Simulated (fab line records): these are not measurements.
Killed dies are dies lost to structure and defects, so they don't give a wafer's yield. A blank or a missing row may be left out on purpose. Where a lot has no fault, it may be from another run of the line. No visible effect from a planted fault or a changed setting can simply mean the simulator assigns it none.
The tool behind it: which one? / flow nand_harc / Sampling: 6 lots, 18 wafers, 5 of 1159 route steps

## WHAT EACH GAUGE READ, for each wafer
NHARC_END_SORT_01.
lot=L816; measured=day 20 09:10; on=prober-02; killed_dies=33 37 32
lot=L825; measured=day 22 12:31; on=prober-01; killed_dies=18 18 21
lot=L823; measured=day 23 00:34; on=prober-02; killed_dies=28 26 677

## TOOL THAT RAN EACH LOT (tool first, then ch and the chambers of the sampled wafers, then the start)
lot=L815; NHARC_A_STAIRCASE_STRIP_446=plasma_asher-02 ch 1, day 14 14:59; NHARC_A_STAIRCASE_STRIP_475=rie_diel-03 ch 1,2,3, day 14 19:09 or earlier; NHARC_A_SGD_CUT_ETCH_16=rie_diel-08 ch 1,2,3, day 14 19:09; NHARC_A_SGD_CUT_STRIP_28=rie_diel-12 ch 0,3, no start
lot=L816; NHARC_A_STAIRCASE_STRIP_446=plasma_asher-01 ch 0,1, day 14 21:50; NHARC_A_STAIRCASE_STRIP_475=rie_diel-06 ch 0,3, day 15 02:23 or earlier; NHARC_A_SGD_CUT_ETCH_16=rie_diel-08 ch 1,2,3, day 15 02:23; NHARC_A_SGD_CUT_STRIP_28=rie_diel-08 ch 1,2,3, day 20 09:10 or earlier
lot=L820; NHARC_A_STAIRCASE_STRIP_446=plasma_asher-01 ch 0,1, day 15 23:58; NHARC_A_STAIRCASE_STRIP_475=rie_diel-03 ch 0,1,3, day 16 04:21 or earlier; NHARC_A_SGD_CUT_ETCH_16=rie_diel-12 ch 0,1,2, day 16 04:21; NHARC_A_SGD_CUT_STRIP_28=rie_diel-12 ch 1,2,3, no start
lot=L825; NHARC_A_STAIRCASE_STRIP_446=plasma_asher-01 ch 0,1, day 16 17:06; NHARC_A_STAIRCASE_STRIP_475=rie_diel-13 ch 0,2,3, day 16 21:20 or earlier; NHARC_A_SGD_CUT_ETCH_16=rie_diel-04 ch 0,2,3, day 16 21:20; NHARC_A_SGD_CUT_STRIP_28=rie_diel-08 ch 0,2,3, day 22 12:31 or earlier
lot=L823; NHARC_A_STAIRCASE_STRIP_446=plasma_asher-01 ch 0,1, day 16 17:33; NHARC_A_STAIRCASE_STRIP_475=rie_diel-13 ch 0,1,3, day 16 21:49 or earlier; NHARC_A_SGD_CUT_ETCH_16=rie_diel-08 ch 0,2,3, day 16 21:49; NHARC_A_SGD_CUT_STRIP_28=rie_diel-08 ch 1,2,3, day 23 00:34 or earlier
lot=L834; NHARC_A_STAIRCASE_STRIP_446=plasma_asher-02 ch 0,1, day 19 15:53; NHARC_A_STAIRCASE_STRIP_475=rie_diel-13 ch 1,2, day 19 20:13 or earlier; NHARC_A_SGD_CUT_ETCH_16=rie_diel-04 ch 0,1,2, day 19 20:13; NHARC_A_SGD_CUT_STRIP_28=rie_diel-04 ch 0,1,3, no start
- NHARC_A_STAIRCASE_STRIP_446: strips in O2.
- NHARC_A_STAIRCASE_STRIP_475: strips in O2, time 20 s.
- NHARC_A_SGD_CUT_ETCH_16: etches the open film in C4F8/O2/Ar, target depth 310.5 nm, time 155.2 s.
- NHARC_A_SGD_CUT_STRIP_28: strips in O2, time 20 s.

## THE ANSWER, worked out from the rows above alone
Rule: what is usual is taken from the lots themselves. The widest of any qualifying gaps counts: lots, ordered by their means at a reading, are off when they make up no more than a third of the lots, leave a main group of 4 or more, and stand apart from it by 3 or more times the standard deviation of that group's means. The tables above print the reading to a certain number of digits; a main group whose means all agree to those digits is not used. A lot without any number at a reading at which 4 lots or more have one is off too. All remaining lots with rows at the step are treated as sound.
No lot is off on any of the readings shown, so nothing can be concluded from this.

## WHAT THE SIMULATOR HAD PUT IN
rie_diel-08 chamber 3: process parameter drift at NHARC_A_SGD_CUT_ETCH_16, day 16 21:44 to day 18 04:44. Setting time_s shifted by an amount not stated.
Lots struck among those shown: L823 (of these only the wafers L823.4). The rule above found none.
